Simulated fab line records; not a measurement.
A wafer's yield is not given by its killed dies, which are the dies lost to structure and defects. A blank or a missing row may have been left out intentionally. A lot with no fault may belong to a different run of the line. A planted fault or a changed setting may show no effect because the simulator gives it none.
fab line records	flow n5Finfet
record lots=12	wafers=36	lastDay=18
route steps=1938 shown BEOL_M5@1180 BEOL_M6@1197 PASSIVATION@1936
lots untouched by any fault: they come from a run of this same line in which no faults occurred
startH: start of the lot's first displayed wafer, in hours after the record's first day	waitH: hours elapsed since this lot's preceding step	" same as the row above	L1.1+2: a single row standing in for several wafers	- no value present, or no start provided	* or withheld: withheld	< > ~ a bound
route shown NAME@n: names a module that has steps shown in the file, with the first one's number in the route	usual: mean/standard deviation taken from wafers without a fault	same: alike in all rows	chamber/n: place in a boat	sites: readings site by site	_std_site: their standard deviation	_edge_site: inner sites' mean taken away from outer sites' mean	radiusMm: how far each site lies from the wafer's centre	mask NAME#n: copy n	behind: the last tool/chamber to shape the wafer	hold: reason for holding the lot/hours on hold/outcome of the hold	device: whichever transistor did not switch (one of n, p or np)	end of line: the route-end tests of the same wafers	a step with no rows: only its recipe	killed: not the wafer's yield, but the dies lost to structure and defects at the first sort	map: a wafer's dies, x killed, . not, _ none there
set.NAME: the setting the step ran with; set.NAME@STEP: the setting that earlier step ran with	model.NAME: the simulator's own value behind a step, which no gauge read
steps of the route over a sample of lots; a table a step, a row a wafer
services: from which hour (startH, from the record's first day; less than 0 if before it) a tool's chamber was out of use, for how many hours, and why
## steps
# step N5_BEOL_M5_ANNEAL_84
# recipe tempC=400	timeS=1800	ambient=vacuum
# usual heaterPowerW=837/56
lot.wafer	tool	chamber	startH	waitH	heaterPowerW
L169.1	pvdSputter-03	-	210.45	0.0	891
L169.2	"	-	"	"	846
L169.4	"	-	"	"	824
L170.1	pvdSputter-02	-	214.12	0.0	861
L170.3	"	-	"	"	763
L170.4	"	-	"	"	842
L171.1	pvdSputter-01	-	218.76	0.0	844
L171.2	"	-	"	"	945
L171.3	"	-	"	"	892
L172.2	pvdSputter-03	-	222.37	0.0	895
L172.4	"	-	"	"	814
L172.5	"	-	"	"	815
L175.1	pvdSputter-03	-	239.32	0.0	791
L175.3	"	-	"	"	842
L175.4	"	-	"	"	889
L176.2	pvdSputter-01	-	254.78	0.0	839
L176.3	"	-	"	"	872
L176.4	"	-	"	"	851
L177.1	pvdSputter-02	-	258.07	0.0	743
L177.4	"	-	"	"	862
L177.6	"	-	"	"	860
L181.1	pvdSputter-03	-	270.76	0.0	886
L181.3	"	-	"	"	779
L181.6	"	-	"	"	797
L184.2	pvdSputter-01	-	312.33	0.0	864
L184.3	"	-	"	"	836
L184.4	"	-	"	"	899
L186.1	pvdSputter-02	-	316.24	0.0	740
L186.2	"	-	"	"	700
L186.5	"	-	"	"	857
L189.2	pvdSputter-01	-	320.58	0.0	890
L189.3	"	-	"	"	844
L189.6	"	-	"	"	835
L187.2	pvdSputter-03	-	320.70	0.0	806
L187.4	"	-	"	"	840
L187.5	"	-	"	"	824
# step N5_BEOL_M5_CO_CAP_78
# recipe material=Co	targetThkA=20	tempC=200	precursor=CCTBA/H2	pressureTorr=30	timeS=102.1
# usual heaterPowerW=254/16
lot.wafer	tool	chamber	startH	waitH	heaterPowerW
L169.1	cvdCo-02	0	213.42	0.0	266
L169.2	"	1	"	"	245
L169.4	"	2	"	"	269
L170.1	cvdCo-02	1	218.96	1.8	242
L170.3	"	2	"	"	276
L170.4	"	2	"	"	281
L171.1	cvdCo-01	0	221.95	0.0	256
L171.2	"	1	"	"	233
L171.3	"	2	"	"	231
L172.2	cvdCo-02	1	225.70	0.0	247
L172.4	"	0	"	"	267
L172.5	"	2	"	"	279
L175.1	cvdCo-02	1	242.28	0.0	241
L175.3	"	0	"	"	268
L175.4	"	0	"	"	273
L176.2	cvdCo-02	0	257.76	0.0	268
L176.3	"	1	"	"	248
L176.4	"	2	"	"	277
L177.1	cvdCo-01	1	261.19	0.0	232
L177.4	"	1	"	"	231
L177.6	"	2	"	"	238
L181.1	cvdCo-02	2	274.59	0.0	270
L181.3	"	0	"	"	268
L181.6	"	0	"	"	265
L184.2	cvdCo-01	2	315.45	0.0	238
L184.3	"	1	"	"	239
L184.4	"	2	"	"	240
L186.1	cvdCo-01	0	319.42	0.0	255
L186.2	"	1	"	"	227
L186.5	"	0	"	"	251
L189.2	cvdCo-02	2	323.64	0.0	280
L189.3	"	1	"	"	249
L189.6	"	2	"	"	277
L187.2	cvdCo-02	1	323.85	0.0	245
L187.4	"	1	"	"	241
L187.5	"	0	"	"	266
# step N5_BEOL_M6_PECVD_70
# recipe material=SiO2	targetThkA=200	tempC=400	precursor=TEOS/O2	pressureTorr=5.5	rfW=450	teosFlowSccm=53.8	gas=O2	flowSccm=3000	timeS=22.7
# usual heaterPowerW=702/100	showerheadPlenumPTorr=8.76/0.053	throttleValvePct=21.4/0.99
lot.wafer	tool	chamber	startH	waitH	heaterPowerW	showerheadPlenumPTorr	throttleValvePct
L169.1	pecvd-01	1	214.28	0.0	671	8.71	22.9
L169.2	"	2	"	"	715	8.79	20.2
L169.4	"	1	"	"	701	8.73	23.0
L170.1	pecvd-03	0	220.00	0.0	520	8.75	21.8
L170.3	"	0	"	"	515	8.75	21.6
L170.4	"	1	"	"	760	8.80	21.9
L171.1	pecvd-01	0	222.82	0.0	895	8.78	21.6
L171.2	"	1	"	"	704	8.71	22.8
L171.3	"	2	"	"	685	8.79	20.2
L172.2	pecvd-03	1	226.59	0.0	762	8.79	21.8
L172.4	"	1	"	"	769	8.78	21.8
L172.5	"	1	"	"	770	8.78	21.5
L175.1	pecvd-01	1	243.38	0.0	712	8.72	22.8
L175.3	"	2	"	"	681	8.81	20.3
L175.4	"	0	"	"	802	8.80	21.5
L176.2	pecvd-01	0	258.64	0.1	795	8.77	21.7
L176.3	"	0	"	"	780	8.81	22.0
L176.4	"	0	"	"	799	8.79	21.9
L177.1	pecvd-04	2	262.07	0.0	879	8.77	20.8
L177.4	"	2	"	"	875	8.76	20.6
L177.6	"	1	"	"	690	8.82	22.7
L181.1	pecvd-01	1	275.45	0.0	688	8.74	23.0
L181.3	"	2	"	"	671	8.79	19.9
L181.6	"	1	"	"	696	8.75	23.0
L184.2	pecvd-01	0	316.32	0.0	887	8.79	21.7
L184.3	"	0	"	"	875	8.79	21.9
L184.4	"	2	"	"	578	8.79	19.9
L186.1	pecvd-01	2	320.28	0.0	630	8.78	20.0
L186.2	"	0	"	"	826	8.80	21.9
L186.5	"	0	"	"	816	8.79	21.9
L189.2	pecvd-01	0	324.52	0.0	875	8.79	22.2
L189.3	"	2	"	"	635	8.79	20.1
L189.6	"	0	"	"	900	8.81	22.0
L187.2	pecvd-03	0	325.19	0.0	517	8.73	22.1
L187.4	"	0	"	"	509	8.75	21.7
L187.5	"	2	"	"	732	8.62	19.6
# step N5_BEOL_M6_COAT_60
# recipe resist=SiARC	tempC=220	timeS=60	spinRpm=1500	resistThkNm=35
# usual chillPlateTempC=22.99/0.11	heaterPowerTotalW=427.4/2.2	plateTempC=220.00/0.15
lot.wafer	tool	chamber	startH	waitH	chillPlateTempC	heaterPowerTotalW	plateTempC
L169.1	lithoTrack-03	0	215.29	-	23.08	424.0	219.86
L169.2	"	0	"	"	23.09	425.0	220.22
L169.4	"	0	"	"	23.01	427.9	220.02
L170.1	lithoTrack-03	0	221.32	-	23.01	424.2	219.88
L170.3	"	0	"	"	23.02	429.9	219.88
L170.4	"	0	"	"	23.01	428.5	220.12
L171.1	lithoTrack-02	0	224.36	-	22.89	428.6	220.00
L171.2	"	0	"	"	22.93	426.7	220.32
L171.3	"	0	"	"	22.96	425.2	220.12
L172.2	lithoTrack-02	0	227.59	-	23.12	424.8	220.25
L172.4	"	0	"	"	22.93	429.4	219.96
L172.5	"	0	"	"	23.02	427.6	220.10
L175.1	lithoTrack-03	0	244.49	-	22.89	430.6	220.29
L175.3	"	0	"	"	22.84	424.7	220.13
L175.4	"	0	"	"	22.86	429.0	220.06
L176.2	lithoTrack-04	0	259.36	-	23.04	426.5	219.83
L176.3	"	0	"	"	22.98	427.0	219.91
L176.4	"	0	"	"	22.94	430.3	219.83
L177.1	lithoTrack-03	0	262.96	-	23.00	424.6	219.86
L177.4	"	0	"	"	22.94	428.3	220.17
L177.6	"	0	"	"	22.87	425.6	219.97
L181.1	lithoTrack-03	0	276.02	-	22.85	429.0	220.16
L181.3	"	0	"	"	22.99	427.9	220.29
L181.6	"	0	"	"	23.05	425.9	220.10
L184.2	lithoTrack-03	0	317.26	-	23.11	473.8	238.66
L184.3	"	0	"	"	23.01	474.9	238.71
L184.4	"	0	"	"	22.90	472.5	238.66
L186.1	lithoTrack-03	0	321.88	-	23.14	474.2	238.80
L186.2	"	0	"	"	23.08	473.0	238.96
L186.5	"	0	"	"	23.08	475.3	238.75
L189.2	lithoTrack-02	0	326.15	-	22.98	430.3	220.02
L189.3	"	0	"	"	22.91	428.5	220.01
L189.6	"	0	"	"	22.87	427.5	219.94
L187.2	lithoTrack-03	0	326.41	-	22.94	474.1	238.66
L187.4	"	0	"	"	23.09	472.9	238.97
L187.5	"	0	"	"	23.10	473.7	238.86
# step N5_PASSIVATION_PROBE_49
# usual defectLimitedYield=91.0/1.6	killed_at_M0_to_M3=35/11	killed_at_M4_up=14/5.1	killedAtContacts=12/6.6	killedAtFrontEnd=41/12	killedAtOther=4/3	killedDies=107/19	killedOnRim=14/4.6	killedOpen=70/15	killedShort=35/8.5	sort_bin_5_function=5.3/1	sort_bin_6_memory=3.4/0.73	sort_bin_8_speed=0.00/0.007	sortNPass=1073/19	sortYieldPct=91.0/1.6
# same grossDies=1180	killedAtBackSide=0	sort_bin_4_leakage[%]=0
lot.wafer	tool	chamber	startH	waitH	defectLimitedYield[%]	killed_at_M0_to_M3	killed_at_M4_up	killedAtContacts	killedAtFrontEnd	killedAtOther	killedDies	killedOnRim	killedOpen	killedShort	sort_bin_5_function[%]	sort_bin_6_memory[%]	sort_bin_8_speed[%]	sortNPass	sortYieldPct[%]
L169.1	prober-01	-	317.68	0.0	87.1	42	17	6	81	6	152	23	82	66	8.1	4.2	0	1028	87.1
L169.2	prober-01	-	317.73	0.1	90.1	24	20	17	52	4	117	21	77	38	5.4	4.0	0	1063	90.1
L169.4	prober-01	-	317.83	0.2	88.9	45	22	12	46	6	131	22	86	41	5.8	4.8	0	1049	88.9
L171.1	prober-01	-	318.43	0.0	91.6	31	7	8	50	3	99	18	59	36	4.2	3.8	0	1081	91.6
L171.2	prober-01	-	318.48	0.1	90.8	27	11	12	53	6	109	11	59	50	5.8	3.1	0	1071	90.8
L171.3	prober-01	-	318.53	0.1	91.2	29	5	7	51	12	104	20	52	52	5.4	2.6	0	1076	91.2
L170.1	prober-01	-	319.03	0.0	92.5	26	14	13	35	0	88	12	57	29	4.7	2.3	0	1092	92.5
L170.3	prober-01	-	319.13	0.1	89.1	35	11	13	64	6	129	23	87	38	6.6	3.8	0	1051	89.1
L170.4	prober-01	-	319.18	0.2	93.6	27	7	8	31	3	76	11	44	31	3.1	3.1	0	1104	93.6
L172.2	prober-02	-	319.71	0.1	89.8	43	10	18	40	9	120	14	79	40	6.0	3.6	0	1060	89.8
L172.4	prober-02	-	319.81	0.2	90.6	48	13	12	34	4	111	17	67	42	5.2	3.7	0	1069	90.6
L172.5	prober-02	-	319.86	0.2	88.7	58	12	14	45	4	133	19	93	40	6.8	4.2	0	1047	88.7
L175.1	prober-01	-	332.32	0.0	90.3	40	14	10	46	4	114	24	82	30	5.8	3.8	0	1066	90.3
L175.3	prober-01	-	332.42	0.1	90.5	38	19	12	41	2	112	18	75	33	5.2	3.9	0	1068	90.5
L175.4	prober-01	-	332.47	0.2	90.3	32	10	14	58	0	114	9	79	35	5.3	3.8	0	1066	90.3
L177.1	prober-01	-	347.51	0.0	91.4	49	15	4	25	8	101	13	70	31	4.7	3.6	0	1079	91.4
L177.4	prober-01	-	347.66	0.2	88.7	54	5	16	48	10	133	21	75	53	6.4	4.2	0	1047	88.7
L177.6	prober-01	-	347.76	0.3	91.5	58	5	5	27	5	100	13	64	35	5.0	3.2	0	1080	91.5
L176.2	prober-01	-	348.26	0.1	91.8	20	13	13	51	0	97	11	60	37	4.8	3.1	0	1083	91.8
L176.3	prober-01	-	348.31	0.1	91.9	21	9	13	51	2	96	16	68	28	5.4	2.5	0	1084	91.9
L176.4	prober-01	-	348.36	0.2	89.9	27	12	12	67	1	119	16	75	42	4.9	4.6	0	1061	89.9
L181.1	prober-02	-	355.55	0.0	91.7	32	19	10	36	1	98	16	60	37	4.7	3.1	0	1082	91.7
L181.3	prober-02	-	355.65	0.1	91.2	34	14	12	43	1	104	19	67	37	5.1	3.5	0	1076	91.2
L181.6	prober-02	-	355.80	0.3	92.6	31	15	12	27	2	87	9	56	31	4.1	3.2	0.08	1092	92.5
L186.1	prober-01	-	407.03	0.0	88.7	30	21	12	67	3	133	20	78	53	7.2	3.7	0	1047	88.7
L186.2	prober-01	-	407.08	0.1	92.4	30	9	3	45	3	90	8	61	28	4.2	3.1	0	1090	92.4
L186.5	prober-01	-	407.23	0.2	90.6	34	8	5	58	6	111	14	59	52	4.4	4.7	0	1069	90.6
L184.2	prober-01	-	413.85	0.1	92.2	43	13	5	28	3	92	17	62	29	4.7	2.9	0	1088	92.2
L184.3	prober-01	-	413.90	0.1	90.9	31	11	17	44	4	107	12	69	37	5.3	3.3	0	1073	90.9
L184.4	prober-01	-	413.95	0.2	93.1	36	11	9	23	2	81	10	47	33	4.2	2.4	0	1099	93.1
L187.2	prober-02	-	415.84	0.1	93.4	34	8	13	18	5	78	6	48	29	3.8	2.5	0	1102	93.4
L187.4	prober-02	-	415.94	0.2	92.3	38	10	7	34	2	91	11	58	31	4.1	3.2	0	1089	92.3
L187.5	prober-02	-	415.99	0.2	91.4	23	17	14	42	5	101	8	47	53	4.8	3.1	0	1079	91.4
L189.2	prober-01	-	419.79	0.1	90.3	37	28	5	40	4	114	16	78	33	5.5	3.5	0	1066	90.3
L189.3	prober-01	-	419.84	0.1	91.9	17	19	3	54	3	96	15	60	35	4.7	2.9	0	1084	91.9
L189.6	prober-01	-	419.99	0.3	92.7	25	6	5	50	0	86	8	55	28	4.4	2.5	0	1094	92.7
# killed by level:class
L169.1 STI_FIN_REVEAL:geometricParticle:open=21 BEOL_M0_SAQP:geometricParticle:short=20 FIN_SAQP:geometricParticle:open=12 GATE_CUT:geometricParticle:short=12 FIN_SAQP:geometricParticle:short=11 BEOL_M0_SAQP:geometricParticle:open=11 STI_FIN_REVEAL:geometricParticle:short=6 BEOL_M1:geometricParticle:open=5
L169.2 MOL_CONTACT_COAG:geometricParticle:open=16 FIN_SAQP:geometricParticle:short=12 FIN_SAQP:geometricParticle:open=10 GATE_CUT:geometricParticle:short=7 BEOL_M7:geometricParticle:open=6 DUMMY_GATE:geometricParticle:open=5 BEOL_M4:geometricParticle:open=5 BEOL_M2:geometricParticle:open=5
L169.4 BEOL_M0_SAQP:geometricParticle:short=17 FIN_SAQP:geometricParticle:open=16 BEOL_M0_SAQP:geometricParticle:open=11 MOL_CONTACT_COAG:geometricParticle:open=9 FIN_SAQP:geometricParticle:short=7 BEOL_M4:geometricParticle:open=7 STARTING-WAFER:geometricParticle:open=6 BEOL_M1:geometricParticle:open=5
L171.1 FIN_SAQP:geometricParticle:open=11 DUMMY_GATE:geometricParticle:open=11 GATE_CUT:geometricParticle:short=8 FIN_SAQP:geometricParticle:short=7 MOL_CONTACT_COAG:geometricParticle:open=7 BEOL_M1:geometricParticle:open=7 BEOL_M2:geometricParticle:open=6 BEOL_M0_SAQP:geometricParticle:open=4
L171.2 FIN_SAQP:geometricParticle:short=13 MOL_CONTACT_COAG:geometricParticle:open=9 DUMMY_GATE:geometricParticle:open=8 GATE_CUT:geometricParticle:short=8 BEOL_M0_SAQP:geometricParticle:short=8 FIN_SAQP:geometricParticle:open=7 BEOL_M0_SAQP:geometricParticle:open=6 BEOL_M3:geometricParticle:open=5
L171.3 FIN_SAQP:geometricParticle:short=11 STI_FIN_REVEAL:geometricParticle:open=11 GATE_CUT:geometricParticle:short=11 BEOL_M1:geometricParticle:open=9 MIM_TOP_ETCH:geometricParticle:open=5 FIN_SAQP:geometricParticle:open=5 MOL_CONTACT_COAG:geometricParticle:open=5 MIM_TOP_ETCH:geometricParticle:short=5
L170.1 MOL_CONTACT_COAG:geometricParticle:open=11 STI_FIN_REVEAL:geometricParticle:open=9 STARTING-WAFER:geometricParticle:short=6 BEOL_M0:geometricParticle:open=6 GATE_CUT:geometricParticle:short=5 BEOL_M1:geometricParticle:open=5 BEOL_M0_SAQP:geometricParticle:open=4 BEOL_M0_SAQP:geometricParticle:short=4
L170.3 STI_FIN_REVEAL:geometricParticle:open=24 BEOL_M3:geometricParticle:open=14 MOL_CONTACT_COAG:geometricParticle:open=13 FIN_SAQP:geometricParticle:open=12 FIN_SAQP:geometricParticle:short=10 BEOL_M0:geometricParticle:short=6 BEOL_M4:coatMicrobubblePrinted=4 BEOL_M0_SAQP:geometricParticle:open=4
L170.4 FIN_SAQP:geometricParticle:short=8 MOL_CONTACT_COAG:geometricParticle:open=7 BEOL_M0:geometricParticle:short=7 STI_FIN_REVEAL:geometricParticle:open=5 BEOL_M0_SAQP:geometricParticle:short=5 BEOL_M2:geometricParticle:open=5 STARTING-WAFER:geometricParticle:open=5 BEOL_M4:geometricParticle:open=4
L172.2 MOL_CONTACT_COAG:geometricParticle:open=12 STI_FIN_REVEAL:geometricParticle:open=11 BEOL_M0_SAQP:geometricParticle:short=11 BEOL_M0_SAQP:geometricParticle:open=9 BEOL_M3:geometricParticle:open=7 FIN_SAQP:geometricParticle:open=6 MOL_CONTACT_COAG:geometricParticle:short=6 FIN_SAQP:geometricParticle:short=5
L172.4 BEOL_M0_SAQP:geometricParticle:short=16 BEOL_M0_SAQP:geometricParticle:open=14 MOL_CONTACT_COAG:geometricParticle:open=10 STI_FIN_REVEAL:geometricParticle:open=8 FIN_SAQP:geometricParticle:short=5 BEOL_M1:geometricParticle:open=5 BEOL_M4:geometricParticle:open=5 GATE_CUT:geometricParticle:open=4
L172.5 STI_FIN_REVEAL:geometricParticle:open=17 BEOL_M0_SAQP:geometricParticle:open=17 BEOL_M0_SAQP:geometricParticle:short=15 MOL_CONTACT_COAG:geometricParticle:open=10 BEOL_M1:geometricParticle:open=9 BEOL_M4:geometricParticle:open=7 FIN_SAQP:geometricParticle:open=6 FIN_SAQP:geometricParticle:short=6
L175.1 STI_FIN_REVEAL:geometricParticle:open=13 BEOL_M0_SAQP:geometricParticle:open=10 MOL_CONTACT_COAG:geometricParticle:open=9 FIN_SAQP:geometricParticle:open=8 DUMMY_GATE:geometricParticle:open=8 BEOL_M0_SAQP:geometricParticle:short=7 BEOL_M1:geometricParticle:open=6 BEOL_M2:geometricParticle:open=5
L175.3 BEOL_M0_SAQP:geometricParticle:open=14 STI_FIN_REVEAL:geometricParticle:open=12 MOL_CONTACT_COAG:geometricParticle:open=11 BEOL_M4:geometricParticle:open=7 ILD0:geometricParticle:open=6 GATE_CUT:geometricParticle:short=5 BEOL_M3:geometricParticle:open=5 BEOL_M3:geometricParticle:short=5
L175.4 FIN_SAQP:geometricParticle:open=17 STI_FIN_REVEAL:geometricParticle:open=12 MOL_CONTACT_COAG:geometricParticle:open=12 BEOL_M0_SAQP:geometricParticle:open=12 BEOL_M0_SAQP:geometricParticle:short=9 FIN_SAQP:geometricParticle:short=6 DUMMY_GATE:geometricParticle:open=6 ILD0:geometricParticle:open=3
L177.1 BEOL_M0_SAQP:geometricParticle:open=14 BEOL_M1:geometricParticle:open=8 BEOL_M3:geometricParticle:open=8 BEOL_M0_SAQP:geometricParticle:short=7 BEOL_M5:geometricParticle:open=7 GATE_CUT:geometricParticle:open=4 MOL_CONTACT_COAG:geometricParticle:open=4 STI_FIN_REVEAL:geometricParticle:open=3
L177.4 BEOL_M0_SAQP:geometricParticle:open=22 BEOL_M0_SAQP:geometricParticle:short=16 MOL_CONTACT_COAG:geometricParticle:open=12 FIN_SAQP:geometricParticle:open=8 GATE_CUT:geometricParticle:short=8 BEOL_M3:geometricParticle:open=8 STI_FIN_REVEAL:geometricParticle:open=6 HKMG_FIN:areaEtch=5
L177.6 BEOL_M1:geometricParticle:open=18 BEOL_M0_SAQP:geometricParticle:short=17 BEOL_M0_SAQP:geometricParticle:open=13 STARTING-WAFER:geometricParticle:open=5 FIN_SAQP:geometricParticle:open=4 STI_FIN_REVEAL:geometricParticle:open=4 MOL_CONTACT_COAG:geometricParticle:open=4 BEOL_M3:geometricParticle:open=4
L176.2 FIN_SAQP:geometricParticle:short=15 FIN_SAQP:geometricParticle:open=12 MOL_CONTACT_COAG:geometricParticle:open=10 BEOL_M4:geometricParticle:open=8 BEOL_M2:geometricParticle:open=5 BEOL_M3:geometricParticle:open=5 BEOL_M3:geometricParticle:short=5 STARTING-WAFER:geometricParticle:short=5
L176.3 FIN_SAQP:geometricParticle:open=13 MOL_CONTACT_COAG:geometricParticle:open=11 FIN_SAQP:geometricParticle:short=10 STI_FIN_REVEAL:geometricParticle:open=7 BEOL_M0:geometricParticle:open=6 DUMMY_GATE:geometricParticle:open=5 ILD0:geometricParticle:short=5 BEOL_M1:geometricParticle:open=5
L176.4 FIN_SAQP:geometricParticle:short=20 STI_FIN_REVEAL:geometricParticle:open=18 FIN_SAQP:geometricParticle:open=12 MOL_CONTACT_COAG:geometricParticle:open=9 BEOL_M3:geometricParticle:open=7 BEOL_M4:geometricParticle:open=5 STI_FIN_REVEAL:geometricParticle:short=4 DUMMY_GATE:geometricParticle:open=4
L181.1 BEOL_M0_SAQP:geometricParticle:short=14 MOL_CONTACT_COAG:geometricParticle:open=9 FIN_SAQP:geometricParticle:open=8 BEOL_M0_SAQP:geometricParticle:open=8 FIN_SAQP:geometricParticle:short=7 BEOL_M5:geometricParticle:open=6 BEOL_M1:geometricParticle:open=5 STI_FIN_REVEAL:geometricParticle:open=4
L181.3 BEOL_M0_SAQP:geometricParticle:open=11 STI_FIN_REVEAL:geometricParticle:open=10 MOL_CONTACT_COAG:geometricParticle:open=10 FIN_SAQP:geometricParticle:open=7 BEOL_M0_SAQP:geometricParticle:short=7 FIN_SAQP:geometricParticle:short=4 STI_FIN_REVEAL:geometricParticle:short=4 DUMMY_GATE:geometricParticle:open=4
L181.6 MOL_CONTACT_COAG:geometricParticle:open=10 BEOL_M0_SAQP:geometricParticle:short=8 BEOL_M0_SAQP:geometricParticle:open=6 BEOL_M3:geometricParticle:open=6 STI_FIN_REVEAL:geometricParticle:open=5 BEOL_M1:geometricParticle:open=5 BEOL_M4:geometricParticle:open=5 BEOL_M5:geometricParticle:open=5
L186.1 STI_FIN_REVEAL:geometricParticle:open=23 FIN_SAQP:geometricParticle:short=13 BEOL_M4:geometricParticle:open=11 BEOL_M2:geometricParticle:open=9 GATE_CUT:geometricParticle:short=8 MOL_CONTACT_COAG:geometricParticle:short=6 MOL_CONTACT_COAG:geometricParticle:open=6 FIN_SAQP:geometricParticle:open=5
L186.2 STI_FIN_REVEAL:geometricParticle:open=10 FIN_SAQP:geometricParticle:open=9 BEOL_M0:geometricParticle:open=6 BEOL_M1:geometricParticle:open=6 FIN_SAQP:geometricParticle:short=5 GATE_CUT:geometricParticle:short=5 BEOL_M0_SAQP:geometricParticle:open=5 BEOL_M3:geometricParticle:open=4
L186.5 FIN_SAQP:geometricParticle:short=16 FIN_SAQP:geometricParticle:open=13 BEOL_M3:geometricParticle:open=11 STI_FIN_REVEAL:geometricParticle:open=10 BEOL_M0_SAQP:geometricParticle:short=10 ILD0:geometricParticle:short=7 BEOL_M0_SAQP:geometricParticle:open=4 BEOL_M3:geometricParticle:short=4
L184.2 BEOL_M1:geometricParticle:open=10 BEOL_M0_SAQP:geometricParticle:open=8 BEOL_M0:geometricParticle:short=7 MOL_CONTACT_COAG:geometricParticle:open=5 FIN_SAQP:geometricParticle:short=4 STI_FIN_REVEAL:geometricParticle:open=4 DUMMY_GATE:geometricParticle:open=4 BEOL_M2:geometricParticle:open=4
L184.3 MOL_CONTACT_COAG:geometricParticle:open=14 BEOL_M0_SAQP:geometricParticle:short=10 BEOL_M2:geometricParticle:open=10 FIN_SAQP:geometricParticle:open=9 FIN_SAQP:geometricParticle:short=8 STI_FIN_REVEAL:geometricParticle:open=7 DUMMY_GATE:geometricParticle:open=6 GATE_CUT:geometricParticle:short=5
L184.4 BEOL_M0_SAQP:geometricParticle:open=9 FIN_SAQP:geometricParticle:short=8 BEOL_M0_SAQP:geometricParticle:short=8 MOL_CONTACT_COAG:geometricParticle:open=7 BEOL_M4:geometricParticle:open=7 BEOL_M2:geometricParticle:open=6 BEOL_M3:geometricParticle:open=6 BEOL_M3:geometricParticle:short=4
L187.2 BEOL_M3:geometricParticle:open=12 MOL_CONTACT_COAG:geometricParticle:open=11 BEOL_M0_SAQP:geometricParticle:short=7 BEOL_M0_SAQP:geometricParticle:open=4 BEOL_M2:geometricParticle:open=4 BEOL_M4:geometricParticle:short=4 PASS1_CAP:geometricParticle:open=4 BEOL_M2:geometricParticle:short=3
L187.4 BEOL_M0_SAQP:geometricParticle:open=9 BEOL_M3:geometricParticle:open=9 FIN_SAQP:geometricParticle:short=8 BEOL_M0_SAQP:geometricParticle:short=8 MOL_CONTACT_COAG:geometricParticle:open=7 FIN_SAQP:geometricParticle:open=6 BEOL_M2:geometricParticle:open=5 BEOL_M4:geometricParticle:open=4
L187.5 BEOL_M0_SAQP:geometricParticle:short=12 MOL_CONTACT_COAG:geometricParticle:open=9 FIN_SAQP:geometricParticle:short=8 GATE_CUT:geometricParticle:short=7 BEOL_M0_SAQP:geometricParticle:open=6 MOL_CONTACT_COAG:geometricParticle:short=5 BEOL_M4:geometricParticle:short=5 GATE_CUT:geometricParticle:open=4
L189.2 BEOL_M4:geometricParticle:open=17 FIN_SAQP:geometricParticle:open=14 BEOL_M0_SAQP:geometricParticle:short=9 FIN_SAQP:geometricParticle:short=8 BEOL_M3:geometricParticle:open=7 BEOL_M1:geometricParticle:open=7 BEOL_M2:geometricParticle:open=6 BEOL_M0_SAQP:geometricParticle:open=4
L189.3 FIN_SAQP:geometricParticle:open=16 FIN_SAQP:geometricParticle:short=9 STI_FIN_REVEAL:geometricParticle:open=9 BEOL_M4:geometricParticle:open=7 BEOL_M3:geometricParticle:open=6 BEOL_M5:geometricParticle:short=6 BEOL_M0_SAQP:geometricParticle:short=5 STARTING-WAFER:geometricParticle:open=4
L189.6 FIN_SAQP:geometricParticle:open=12 STI_FIN_REVEAL:geometricParticle:open=8 BEOL_M3:geometricParticle:open=7 FIN_SAQP:geometricParticle:short=6 BEOL_M1:geometricParticle:open=5 GATE_CUT:geometricParticle:short=4 MOL_CONTACT_COAG:geometricParticle:open=4 BEOL_M2:geometricParticle:open=4
## services
tool	chamber	startH	hours	kind
lithoTrack-02	-	192.31	-	consumableReplace:filter
pecvd-03	2	202.38	-	clean
pecvd-03	2	202.38	-	consumableReplace:showerhead
pecvd-03	2	202.38	29.0	scheduledDown
pecvd-03	2	202.38	29.0	ventCycle
pecvd-04	-	205.06	2.8	pm
pecvd-04	0	228.16	5.5	scheduledDown
pecvd-01	-	231.21	0.4	repair
pecvd-03	-	236.11	1.5	repair
pecvd-03	-	240.73	2.1	repair
pecvd-01	-	241.99	0.7	repair
pecvd-01	1	247.33	8.2	repair
pecvd-04	-	251.81	1.5	repair
pecvd-01	2	257.10	2.0	repair
lithoTrack-04	-	262.66	-	consumableReplace:filter
pvdSputter-02	-	277.88	6.1	repair
cvdCo-02	-	283.10	3.0	repair
cvdCo-02	-	288.11	0.9	repair
pvdSputter-03	-	298.65	1.0	repair
pecvd-01	1	309.99	16.9	repair
pecvd-03	1	313.05	5.5	scheduledDown
## key
firstSign step=N5_BEOL_M6_COAT_60	reading=plateTempC	direction=up	sigmas=99+	usual=*	struck=*
effect step=N5_BEOL_M6_COAT_60	reading=heaterPowerTotalW	direction=up	sigmas=21	usual=*	struck=*
metAt N5_BEOL_M6_COAT_60
struckLots L184,L186,L187
notActingAt N5_BEOL_M5_ANNEAL_84,N5_BEOL_M5_CO_CAP_78,N5_BEOL_M6_PECVD_70
onsetBetween 276.02 317.26
fault kind=processParameterDrift	tool=lithoTrack-03	chamber=-	onsetH=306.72	steps=N5_BEOL_M6_COAT_60	channel=tempC	offset=*	shape=step	endH=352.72	actsIn=*	stated=*
